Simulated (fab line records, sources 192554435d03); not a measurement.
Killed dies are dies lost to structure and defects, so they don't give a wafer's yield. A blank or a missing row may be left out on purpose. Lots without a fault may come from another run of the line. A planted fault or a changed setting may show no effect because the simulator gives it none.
fab line records | flow n5_finfet
record lots=5 wafers=14 last_day=17
route steps=1938 shown BEOL_M3@1006 BEOL_M4@1111 PASSIVATION@1936
lots that met no fault: from a run of the same line without faults
start_h: hours from the record's first day to the start of the lot's first wafer shown | wait_h: hours since the lot's step before | " the same as in the row above | L1.1+2: a row that stands for several wafers | - no value, or no start given | * or withheld: withheld | < > ~ a bound
route shown NAME@n: a module of which the file shows steps, and the number in the route of the first | usual: mean/standard deviation of fault-free wafers | same: alike in all rows | chamber/n: place in a boat | sites: the reading at each site | _std_site: their standard deviation | _edge_site: outer sites' mean less inner sites' | radius_mm: how far each site lies from the wafer's centre | mask NAME#n: copy n | behind: the tool/chamber that last shaped the wafer | hold: why the lot was held/for how many hours/how that ended | device: the transistor (n, p or np) that didn't switch | end of line: the same wafers' tests at the end of the route | a step without rows: its recipe alone | killed: dies lost to structure and defects at the first sort, not the wafer's yield | map: a wafer's dies, x killed, . not, _ none there
set.NAME: the setting as run; set.NAME@STEP: as run at that earlier step | model.NAME: the simulator's own value behind a step, which no gauge read
lots at some steps of the route; a table a step, a row a wafer
services: from which hour (start_h, from the record's first day; less than 0 if before it) a tool's chamber was out of use, for how many hours, and why
## steps
# step N5_BEOL_M3_SPUTTER_92
# recipe material=Cu target_thk_a=45 temp_c=-20 chamber_pressure_pa=0.07 power_w=withheld time_s=8.29
# step N5_BEOL_M3_ANNEAL_93
# recipe temp_c=400 time_s=240 ambient=vacuum
# usual heater_power_w=830/87
# columns lot.wafer tool chamber start_h wait_h heater_power_w
L710.3 pvd_sputter-01 - 150.34 0.0 969
L710.4 " - " " 763
L710.6 " - " " 729
L712.4 pvd_sputter-03 - 157.44 0.1 993
L712.5 " - " " 625
L712.6 " - " " 819
L717.2 pvd_sputter-02 - 195.57 0.0 902
L717.3 " - " " 802
L717.4 " - " " 791
L723.1 pvd_sputter-03 - 247.33 0.0 852
L723.2 " - " " 1010
L723.6 " - " " 850
L730.1 pvd_sputter-02 - 268.23 0.0 895
L730.5 " - " " 852
# step N5_BEOL_M3_SPUTTER_94
# recipe material=Cu target_thk_a=45 temp_c=-20 chamber_pressure_pa=0.07 power_w=withheld time_s=8.29
# step N5_BEOL_M3_ANNEAL_95
# recipe temp_c=400 time_s=240 ambient=vacuum
# usual heater_power_w=831/86
# columns lot.wafer tool chamber start_h wait_h heater_power_w
L710.3 pvd_sputter-01 - 150.56 0.0 931
L710.4 " - " " 742
L710.6 " - " " 738
L712.4 pvd_sputter-03 - 157.66 0.1 1023
L712.5 " - " " 641
L712.6 " - " " 828
L717.2 pvd_sputter-02 - 195.79 0.0 900
L717.3 " - " " 815
L717.4 " - " " 800
L723.1 pvd_sputter-03 - 247.55 0.0 848
L723.2 " - " " 1017
L723.6 " - " " 832
L730.1 pvd_sputter-02 - 268.45 0.0 916
L730.5 " - " " 882
# step N5_BEOL_M3_SPUTTER_96
# recipe material=Cu target_thk_a=45 temp_c=-20 chamber_pressure_pa=0.07 power_w=withheld time_s=8.29
# usual chuck_sensor_temp_C=-15.9/0.35 throttle_valve_pct=29.7/1.1
# columns lot.wafer tool chamber start_h wait_h chuck_sensor_temp_C throttle_valve_pct
L710.3 pvd_sputter-01 - 150.70 0.1 -16.4 29.0
L710.4 " - " " -16.3 28.9
L710.6 " - " " -16.2 28.9
L712.4 pvd_sputter-03 - 157.77 0.0 -16.0 28.6
L712.5 " - " " -15.8 28.4
L712.6 " - " " -15.2 29.1
L717.2 pvd_sputter-02 - 195.93 0.1 -16.0 29.0
L717.3 " - " " -15.9 30.0
L717.4 " - " " -16.3 31.8
L723.1 pvd_sputter-03 - 247.69 0.1 -16.3 29.0
L723.2 " - " " -16.1 28.6
L723.6 " - " " -16.1 29.0
L730.1 pvd_sputter-02 - 268.59 0.1 -16.0 28.8
L730.5 " - " " -15.5 30.1
# step N5_BEOL_M3_ECD_50
# recipe material=Cu target_thk_a=3000
# step N5_BEOL_M3_ANNEAL_51
# recipe temp_c=225 time_s=90 ambient=N2
# usual wafer_temp_C_max=226.5/0.52
# columns lot.wafer tool chamber start_h wait_h wafer_temp_C_max
L710.3 rtp_anneal-02 0 151.00 0.1 227.0
L710.4 " 0 " " 226.8
L710.6 " 0 " " 226.9
L712.4 rtp_anneal-01 0 158.06 0.2 226.2
L712.5 " 0 " " 226.1
L712.6 " 0 " " 226.2
L717.2 rtp_anneal-02 0 196.17 0.1 227.2
L717.3 " 0 " " 227.2
L717.4 " 0 " " 226.8
L723.1 rtp_anneal-01 0 248.14 0.3 226.3
L723.2 " 0 " " 226.1
L723.6 " 0 " " 225.9
L730.1 rtp_anneal-02 0 268.79 0.1 227.1
L730.5 " 0 " " 227.0
# step N5_BEOL_M3_CMP_52
# recipe stop_on=SiOC t_overpolish_s=6.8 down_force_psi=1 platen_rpm=50 clearing_platen_down_force_psi=1.5 clearing_platen_rpm=50 post_cmp_clean=cu_alkaline target_thk_nm=40 clearing_platen_pad_velocity_m_s=0.99484 pad_velocity_m_s=0.99484
# step N5_BEOL_M3_THK_MEAS_53
# recipe thk_meas_gauge=xrf reads=Cu_of_BEOL_M3_ECD_50
# usual M3_THK=40.7/1.9
# columns lot.wafer tool chamber start_h wait_h M3_THK[nm]
L710.3 film_metro-01 - 151.52 - 40.6
L710.4 " - " " 41.2
L710.6 " - " " 40.6
L712.4 film_metro-01 - 158.52 - 39.7
L712.5 " - " " 42.1
L712.6 " - " " 40.7
L717.2 film_metro-02 - 196.78 - 41.7
L717.3 " - " " 36.4
L717.4 " - " " 38.9
L723.1 film_metro-02 - 248.73 - 38.6
L723.2 " - " " 40.5
L723.6 " - " " 40.8
L730.1 film_metro-02 - 269.38 - 39.0
L730.5 " - " " 42.5
# step N5_BEOL_M3_PRE_CLEAN_60
# recipe gas=NH3/H2 time_s=15 temp_c=* rf_power_w=300
# step N5_BEOL_M3_CO_CAP_55
# recipe material=Co target_thk_a=20 temp_c=200 precursor=CCTBA/H2 pressure_torr=30 time_s=102.1
# usual chamber_pressure_Torr=30.00/0.067 heater_power_w=252/34
# columns lot.wafer tool chamber start_h wait_h chamber_pressure_Torr heater_power_w
L710.3 cvd_co-01 1 151.59 0.0 30.01 206
L710.4 " 0 " " 29.94 247
L710.6 " 1 " " 30.04 208
L712.4 cvd_co-01 1 158.70 0.0 30.03 205
L712.5 " 0 " " 30.00 243
L712.6 " 2 " " 30.21 309
L717.2 cvd_co-01 0 197.17 0.0 30.03 245
L717.3 " 2 " " 29.82 315
L717.4 " 0 " " 30.09 240
L723.1 cvd_co-02 2 248.81 0.0 29.98 220
L723.2 " 1 " " 29.92 233
L723.6 " 1 " " 29.95 236
L730.1 cvd_co-02 0 269.46 0.0 29.98 268
L730.5 " 2 " " 29.98 215
# step N5_BEOL_M3_PRE_CLEAN_56
# recipe gas=NH3 time_s=15 temp_c=withheld rf_power_w=300
# step N5_BEOL_M3_DEP_57
# recipe material=SiCN target_thk_a=80 temp_c=withheld precursor=3MS/NH3 pressure_torr=3 rf_w=202 time_s=14
# usual chamber_pressure_Torr=3.001/0.0068 showerhead_plenum_p_Torr=3.663/0.011 throttle_valve_pct=9.0/0.35
# columns lot.wafer tool chamber start_h wait_h chamber_pressure_Torr showerhead_plenum_p_Torr throttle_valve_pct model.SiCN_of_BEOL_M3_DEP_57.thk_nm
L710.3 pecvd-01 0 151.71 0.0 3.010 3.661 8.9 8.4
L710.4 " 2 " " 2.997 3.667 8.9 8.2
L710.6 " 0 " " 2.999 3.676 8.7 8.6
L712.4 pecvd-04 0 158.79 0.0 2.987 3.657 8.6 8
L712.5 " 1 " " 2.993 3.644 8.6 8.2
L712.6 " 2 " " 2.998 3.666 7.9 7.6
L717.2 pecvd-04 1 197.32 0.0 2.998 3.646 8.7 8
L717.3 " 2 " " 3.007 3.668 8.1 7.4
L717.4 " 1 " " 2.992 3.653 8.6 8
L723.1 pecvd-02 0 248.93 0.0 3.010 3.657 9.1 8
L723.2 " 2 " " 2.994 3.647 9.0 8
L723.6 " 2 " " 3.005 3.648 9.1 8
L730.1 pecvd-02 1 269.57 0.0 3.012 3.669 9.5 7.6
L730.5 " 0 " " 3.003 3.656 9.2 10.6
# step N5_BEOL_M3_RS_MEAS_58
# recipe thk_meas_gauge=four-point-probe reads=Co_of_BEOL_M3_CO_CAP_55+Cu_of_BEOL_M3_ECD_50+Co_of_BEOL_M3_CVD_47+TaN_of_BEOL_M3_ALD_84
# usual M3_RS=0.66/0.039
# columns lot.wafer tool chamber start_h wait_h M3_RS[ohm/sq]
L710.3 film_metro-02 - 151.78 0.1 0.66
L710.4 " - " " 0.65
L710.6 " - " " 0.66
L712.4 film_metro-01 - 158.85 0.0 0.68
L712.5 " - " " 0.63
L712.6 " - " " 0.65
L717.2 film_metro-02 - 197.38 0.1 0.64
L717.3 " - " " 0.76
L717.4 " - " " 0.70
L723.1 film_metro-02 - 248.99 0.0 0.69
L723.2 " - " " 0.66
L723.6 " - " " 0.64
L730.1 film_metro-02 - 269.64 0.0 0.69
L730.5 " - " " 0.61
# step N5_BEOL_M4_RC_MEAS_101
# usual DIBL_N=36.2/2.2 DIBL_P=36.5/3 IOFF_N=0.16/0.039 IOFF_P=0.22/0.047 ION_N=675/15 ION_P=463/10 SS_N=71.6/0.71 SS_P=73.4/0.94 VT_N=250/3.6 VT_P=-250/3.9
# columns lot.wafer tool chamber start_h wait_h DIBL_N[mV/V] DIBL_P[mV/V] IOFF_N[nA/um] IOFF_P[nA/um] ION_N[uA/um] ION_P[uA/um] SS_N[mV/dec] SS_P[mV/dec] VT_N[mV] VT_P[mV]
L710.3 prober-01 0 161.71 0.3 38.6 38.4 0.23 0.26 684 464 73.1 73.2 246 -247
L710.4 " 0 " " 36.0 35.5 0.16 0.20 669 457 71.9 73.2 252 -251
L710.6 " 0 " " 36.1 35.4 0.17 0.20 673 453 71.7 73.3 249 -252
L712.4 prober-02 0 169.66 0.5 38.1 38.6 0.17 0.26 667 463 72.4 74.0 249 -246
L712.5 " 0 " " 38.4 38.9 0.20 0.27 676 465 71.6 74.4 248 -246
L712.6 " 0 " " 35.7 35.0 0.14 0.19 675 466 71.4 73.2 251 -250
L717.2 prober-01 0 214.36 0.2 35.8 35.9 0.12 0.17 674 466 71.3 72.5 256 -253
L717.3 " 0 " " 34.1 33.8 0.11 0.16 676 470 70.5 71.8 253 -254
L717.4 " 0 " " 37.2 38.1 0.16 0.21 682 468 71.1 73.5 250 -252
L723.1 prober-02 0 256.35 0.0 35.2 33.2 0.12 0.15 659 448 70.9 71.6 254 -255
L723.2 " 0 " " 36.1 34.5 0.13 0.16 677 460 71.1 72.7 254 -257
L723.6 " 0 " " 36.9 36.0 0.14 0.18 680 466 71.4 73.3 253 -253
L730.1 prober-01 0 286.71 0.0 37.5 38.6 0.20 0.27 690 479 72.5 74.1 246 -246
L730.5 " 0 " " 35.1 35.7 0.15 0.24 664 463 71.5 73.5 251 -247
# step N5_PASSIVATION_PROBE_49
# usual defect_limited_yield=91.5/1.5 killed_at_M0_to_M3=32/10 killed_at_M4_up=13/4.9 killed_at_contacts=13/6.1 killed_at_front_end=38/11 killed_at_other=3/3.2 killed_dies=101/18 killed_open=66/13 killed_short=32/8.3 sort_bin_5_function=5.0/1 sort_bin_6_memory=3.2/0.74 sort_n_pass=1078/22 sort_yield_pct=91.3/1.9
# same gross_dies=1180 killed_at_back_side=0 sort_bin_4_leakage[%]=0 sort_bin_8_speed[%]=0
# columns lot.wafer tool chamber start_h wait_h defect_limited_yield[%] killed_at_M0_to_M3 killed_at_M4_up killed_at_contacts killed_at_front_end killed_at_other killed_dies killed_open killed_short sort_bin_5_function[%] sort_bin_6_memory[%] sort_n_pass sort_yield_pct[%]
L710.3 prober-02 - 269.23 0.1 87.5 73 6 18 45 5 147 97 48 7.7 4.3 1033 87.5
L710.4 prober-02 - 269.28 0.2 88.7 42 24 25 41 1 133 93 36 7.0 4.0 1047 88.7
L710.6 prober-02 - 269.38 0.3 89.9 30 11 7 68 3 119 78 40 7.1 2.8 1061 89.9
L712.4 prober-01 - 281.58 0.2 93.8 22 7 10 34 0 73 48 24 3.9 2.0 1107 93.8
L712.5 prober-01 - 281.63 0.2 91.9 26 18 27 22 3 96 64 31 4.4 3.1 1084 91.9
L712.6 prober-01 - 281.68 0.3 92.5 34 5 12 36 1 88 47 33 3.7 3.5 1092 92.5
L717.2 prober-02 - 326.77 0.1 88.1 44 15 19 61 2 141 84 54 7.1 4.4 1039 88.1
L717.3 prober-02 - 326.82 0.1 90.1 33 17 15 48 4 117 84 27 5.4 3.7 1063 90.1
L717.4 prober-02 - 326.87 0.2 88.6 52 15 19 45 4 135 90 41 6.9 3.8 1045 88.6
L723.1 prober-02 - 361.15 0.0 91.9 40 14 9 32 1 96 66 27 4.7 3.5 1084 91.9
L723.2 prober-02 - 361.20 0.1 91.1 33 15 14 43 0 105 65 30 5.3 2.8 1075 91.1
L723.6 prober-02 - 361.40 0.3 90.2 50 15 16 34 1 116 78 38 6.1 3.6 1064 90.2
L730.1 prober-01 - 402.25 0.0 91.9 29 22 16 23 5 95 71 23 4.7 3.1 1085 91.9
L730.5 prober-01 - 402.45 0.2 93.1 36 15 6 24 1 82 57 25 4.2 2.5 1098 93.1
# killed by level:class
L710.3 BEOL_M1:geometric_particle:open=22 BEOL_M0_SAQP:geometric_particle:open=18 MOL_CONTACT_COAG:geometric_particle:open=13 BEOL_M0_SAQP:geometric_particle:short=12 FIN_SAQP:geometric_particle:open=7 GATE_CUT:geometric_particle:short=7 BEOL_M2:geometric_particle:open=7 FIN_SAQP:geometric_particle:short=6
L710.4 MOL_CONTACT_COAG:geometric_particle:open=16 BEOL_M4:geometric_particle:open=13 FIN_SAQP:geometric_particle:open=12 BEOL_M2:geometric_particle:open=12 BEOL_M0_SAQP:geometric_particle:short=9 BEOL_M3:geometric_particle:open=8 MOL_CONTACT_COAG:geometric_particle:short=7 STI_FIN_REVEAL:geometric_particle:open=5
L710.6 STI_FIN_REVEAL:geometric_particle:open=21 FIN_SAQP:geometric_particle:short=10 FIN_SAQP:geometric_particle:open=8 BEOL_M0_SAQP:geometric_particle:short=7 GATE_CUT:geometric_particle:short=6 GATE_CUT:geometric_particle:open=6 DUMMY_GATE:geometric_particle:open=5 BEOL_M0_SAQP:geometric_particle:open=5
L712.4 STI_FIN_REVEAL:geometric_particle:open=14 MOL_CONTACT_COAG:geometric_particle:open=8 BEOL_M1:geometric_particle:open=6 STARTING-WAFER:geometric_particle:short=5 BEOL_M3:geometric_particle:open=5 STARTING-WAFER:geometric_particle:open=3 BEOL_M4:geometric_particle:open=3 GATE_CUT:geometric_particle:short=3
L712.5 MOL_CONTACT_COAG:geometric_particle:open=19 MOL_CONTACT_COAG:geometric_particle:short=8 BEOL_M1:geometric_particle:open=8 BEOL_M4:geometric_particle:open=8 BEOL_M0_SAQP:geometric_particle:open=5 BEOL_M2:geometric_particle:open=4 BEOL_M5:geometric_particle:open=4 FIN_SAQP:geometric_particle:open=3
L712.6 STI_FIN_REVEAL:geometric_particle:open=11 GATE_CUT:geometric_particle:short=7 MOL_CONTACT_COAG:geometric_particle:open=7 BEOL_M1:geometric_particle:open=6 BEOL_M0_SAQP:geometric_particle:open=6 BEOL_M0_SAQP:geometric_particle:short=6 STARTING-WAFER:geometric_particle:short=5 MOL_CONTACT_COAG:geometric_particle:short=4
L717.2 MOL_CONTACT_COAG:geometric_particle:open=17 FIN_SAQP:geometric_particle:short=15 STI_FIN_REVEAL:geometric_particle:open=13 FIN_SAQP:geometric_particle:open=11 BEOL_M0_SAQP:geometric_particle:short=8 BEOL_M3:geometric_particle:open=8 BEOL_M2:geometric_particle:open=7 BEOL_M2:geometric_particle:short=7
L717.3 STI_FIN_REVEAL:geometric_particle:open=20 MOL_CONTACT_COAG:geometric_particle:open=14 BEOL_M3:geometric_particle:open=11 FIN_SAQP:geometric_particle:short=6 BEOL_M0_SAQP:geometric_particle:short=6 HKMG_FIN:area_etch=6 BEOL_M3:geometric_particle:short=5 BEOL_M4:geometric_particle:open=5
L717.4 MOL_CONTACT_COAG:geometric_particle:open=17 BEOL_M0_SAQP:geometric_particle:open=13 STI_FIN_REVEAL:geometric_particle:open=11 BEOL_M3:geometric_particle:open=10 FIN_SAQP:geometric_particle:open=9 BEOL_M0_SAQP:geometric_particle:short=9 BEOL_M1:geometric_particle:open=8 FIN_SAQP:geometric_particle:short=5
L723.1 BEOL_M0_SAQP:geometric_particle:short=12 STI_FIN_REVEAL:geometric_particle:open=11 BEOL_M3:geometric_particle:open=9 MOL_CONTACT_COAG:geometric_particle:open=7 FIN_SAQP:geometric_particle:open=5 BEOL_M2:geometric_particle:open=5 BEOL_M5:geometric_particle:open=5 BEOL_M0_SAQP:geometric_particle:open=4
L723.2 FIN_SAQP:geometric_particle:short=13 MOL_CONTACT_COAG:geometric_particle:open=11 BEOL_M0_SAQP:geometric_particle:open=10 HKMG_FIN:area_etch=8 FIN_SAQP:geometric_particle:open=7 BEOL_M3:geometric_particle:open=6 STI_FIN_REVEAL:geometric_particle:open=5 BEOL_M1:geometric_particle:open=5
L723.6 MOL_CONTACT_COAG:geometric_particle:open=14 BEOL_M0_SAQP:geometric_particle:open=14 BEOL_M0_SAQP:geometric_particle:short=10 BEOL_M3:geometric_particle:open=10 FIN_SAQP:geometric_particle:short=6 STI_FIN_REVEAL:geometric_particle:open=6 FIN_SAQP:geometric_particle:open=5 BEOL_M3:geometric_particle:short=5
L730.1 BEOL_M4:geometric_particle:open=13 MOL_CONTACT_COAG:geometric_particle:open=12 BEOL_M1:geometric_particle:open=8 BEOL_M3:geometric_particle:open=7 BEOL_M0_SAQP:geometric_particle:open=6 DUMMY_GATE:geometric_particle:open=5 MOL_CONTACT_COAG:geometric_particle:short=4 BEOL_M0_SAQP:geometric_particle:short=4
L730.5 BEOL_M0_SAQP:geometric_particle:open=7 BEOL_M4:geometric_particle:open=7 BEOL_M0_SAQP:geometric_particle:short=6 BEOL_M3:geometric_particle:open=6 FIN_SAQP:geometric_particle:open=5 MOL_CONTACT_COAG:geometric_particle:open=5 BEOL_M1:geometric_particle:open=5 BEOL_M1:geometric_particle:short=5
## services
# columns tool chamber start_h hours kind
pecvd-01 - 126.90 0.9 repair
pecvd-04 - 170.44 0.4 repair
cvd_co-01 - 171.25 14.6 pm
pvd_sputter-02 - 174.82 1.6 repair
cvd_co-02 - 185.90 14.6 pm
pecvd-04 - 190.11 0.7 repair
cvd_co-01 1 194.93 65.5 repair
pecvd-04 2 206.38 3.8 repair
cvd_co-01 - 211.02 2.8 pm
pecvd-02 - 222.95 4.3 pm
pecvd-01 0 235.44 5.5 scheduled_down
## key
first_sign none at tools or gauges
model_effect step=N5_BEOL_M3_DEP_57 value=SiCN_of_BEOL_M3_DEP_57.thk_nm without=8.2 struck=10.6
met_at N5_BEOL_M3_DEP_57
struck_wafers L730.5
onset_between 248.93 269.57
fault kind=process_parameter_drift tool=pecvd-02 chamber=- onset_h=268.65 steps=N5_BEOL_M3_DEP_57 channel=time_s offset=* shape=step end_h=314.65 scope=struck_wafers_only acts_in=* stated=*
